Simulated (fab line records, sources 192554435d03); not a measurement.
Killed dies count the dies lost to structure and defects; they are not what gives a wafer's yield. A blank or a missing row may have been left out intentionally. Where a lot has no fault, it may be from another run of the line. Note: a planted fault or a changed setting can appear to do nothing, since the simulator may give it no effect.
3 desks, one fault    flow n5_finfet    numbers are kept per desk, each desk with only its own; the story behind them comes last

THE METROLOGY DESK
Means of the sampled wafers that have a number, per lot and without regard to the tool the lot ran on: this is what the gauges read. The brackets show how far a lot's mean lies from the usual mean; more than 4 standard deviations puts the lot out of limits, marked OUT.
Columns: A = thk_nm at N5_FIN_SAQP_THK_MEAS_05, usual 38.1 nm
lot   first seen here  A
L231  day 2 08:50      38.1
L232  day 2 14:46      38.0
L242  day 5 03:29      38.3
L243  day 5 08:49      37.8
L244  day 5 15:42      38.1
L245  day 5 21:52      38.8
L246  day 6 03:50      38.1
L248  day 6 15:14      37.5
L249  day 6 21:08      38.2
L251  day 7 08:49      38.7
Result from this desk: across the 10 lots, nothing is out of limits.

DESK OF THE TOOL OWNER: pecvd-04
The tool's own readings at N5_FIN_SAQP_PECVD_47 (deposits a-Si from SiH4/He, target thk 45 nm, time 36.3 s): means of the sampled wafers that have a number, for each lot that ran on this tool. The brackets show how far a lot's mean lies from the usual mean; more than 4 standard deviations puts the lot out of limits, marked OUT.
Columns: A = heater_power_w at N5_FIN_SAQP_PECVD_47, usual 861 W; B = showerhead_plenum_p_Torr at N5_FIN_SAQP_PECVD_47, usual 5.69 Torr; C = susceptor_temp_C at N5_FIN_SAQP_PECVD_47, usual 400.02 C; D = throttle_valve_pct at N5_FIN_SAQP_PECVD_47, usual 18.1 %
lot   first seen here  A    B     C       D
L231  day 2 08:52      809  5.72  399.97  18.2
L232  day 2 14:49      838  5.71  399.78  18.2
L242  day 5 03:31      873  5.72  400.02  18.2
L243  day 5 08:52      768  5.71  399.97  18.4
Result from this desk: across the 4 lots, nothing is out of limits.

THE DEFECT DESK
What the inspections along the route counted, lot by lot: means of the sampled wafers that have a number. The brackets show how far a lot's mean lies from the usual mean; more than 4 standard deviations puts the lot out of limits, marked OUT.
Columns: A = raw_defect_count at N5_FIN_SAQP_INSPECT_18, usual 397; B = raw_defect_count at N5_FIN_SAQP_INSPECT_40, usual 244; C = raw_defect_count at N5_FIN_CUT_INSPECT_10, usual 44
lot   first seen here  A                B               C
L231  day 2 09:28      231              178             41
L232  day 2 15:26      419              307             50
L242  day 5 04:08      1173 (+6.0) OUT  609 (+4.7) OUT  372 (+25) OUT
L243  day 5 09:35      718              578 (+4.3) OUT  391 (+27) OUT
L244  day 5 16:27      398              228             47
L245  day 5 22:30      354              236             33
L246  day 6 04:28      269              249             49
L248  day 6 15:52      369              164             31
L249  day 6 21:53      312              192             28
L251  day 7 09:35      325              153             34
Finding of this desk: L242, L243 out of limits; the first was L242 at day 5 04:08, on raw_defect_count at N5_FIN_SAQP_INSPECT_18. Within limits: L231, L232, L244, L245, L246, L248, L249, L251.

BROUGHT TOGETHER
The defect desk could have raised an alarm at day 5 04:08, on L242, L243.
Metrology desk: nothing out of limits seen.
Nothing out of limits was seen by the tool owner's desk.
The metrology desk holds a record of L242, L243, inside its limits.
The tool owner's desk has L242, L243 on record, within its limits.
On pecvd-04, each named lot ran N5_FIN_SAQP_PECVD_47.

WHAT THE SIMULATOR HAD PUT IN
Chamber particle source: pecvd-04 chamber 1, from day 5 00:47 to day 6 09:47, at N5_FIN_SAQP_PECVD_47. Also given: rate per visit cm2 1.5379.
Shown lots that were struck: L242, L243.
Hours from the fault's start to each desk's first reading out of limits: the defect desk, 3.
